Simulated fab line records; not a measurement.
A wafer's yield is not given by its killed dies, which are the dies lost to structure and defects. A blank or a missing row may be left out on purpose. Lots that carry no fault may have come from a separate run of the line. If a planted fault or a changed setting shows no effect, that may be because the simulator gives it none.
Chamber matching | flow nand_harc | NHARC_P_STI_ETCH_15 on rie_si-05 has 4 sister chambers
The step etches the open film in HBr/Cl2, target depth 300 nm, time 100.1 s. 8 wafers are shown with their chamber, then 12 later ones without.

WAFERS WITH THEIR CHAMBER
wafer  | chamber | drypump_motor_current_A (A) | oes_product_au (a.u.)
L086.4 | 0       | 5.7                         | 0.999
L086.5 | 1       | 5.2                         | 0.984
L088.3 | 3       | 5.4                         | 0.994
L088.4 | 2       | 5.5                         | 1.002
L088.6 | 3       | 5.4                         | 1.000
L091.1 | 0       | 5.7                         | 0.998
L091.3 | 2       | 5.5                         | 1.006
L091.4 | 1       | 5.1                         | 0.994

WAFERS MISSING THEIR CHAMBER
wafer  | drypump_motor_current_A (A) | oes_product_au (a.u.)
L092.2 | 5.7                         | 0.992
L092.4 | 5.1                         | 1.003
L092.6 | 5.5                         | 0.996
L093.1 | 5.7                         | 0.990
L093.5 | 5.1                         | 0.996
L093.6 | 5.5                         | 1.000
L095.1 | 5.5                         | 1.017
L095.4 | 5.1                         | 1.003
L095.5 | 5.5                         | 1.011
L096.1 | 5.5                         | 1.001
L096.5 | 5.5                         | 1.000
L096.6 | 5.2                         | 0.994

EACH ONE'S CHAMBER
wafer  | from the rows above     | in truth
L092.2 | 0                       | 0
L092.4 | 1                       | 1
L092.6 | can't be placed: 2 or 3 | 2
L093.1 | 0                       | 0
L093.5 | 1                       | 1
L093.6 | can't be placed: 2 or 3 | 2
L095.1 | 2                       | 2
L095.4 | 1                       | 1
L095.5 | 2                       | 2
L096.1 | 2                       | 2
L096.5 | can't be placed: 2 or 3 | 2
L096.6 | 1                       | 1
Correctly placed: 9 of 12. These rows do not allow placing 3 (true chamber among the candidates in 3). 0 placed wrongly.
How it was worked out, from the rows above alone: a wafer's distance from a chamber is the root of the sum, over the readings, of the square of ((its reading less the chamber's mean) divided by the reading's scatter). The wafer belongs to the nearest chamber; if the next one is less than 2 further off, it can't be placed. A chamber's mean is the mean of its shown wafers. The scatter is the square root of a quotient: the sum, over the shown wafers, of each reading's squared deviation from its chamber's mean, divided by wafers minus chambers.
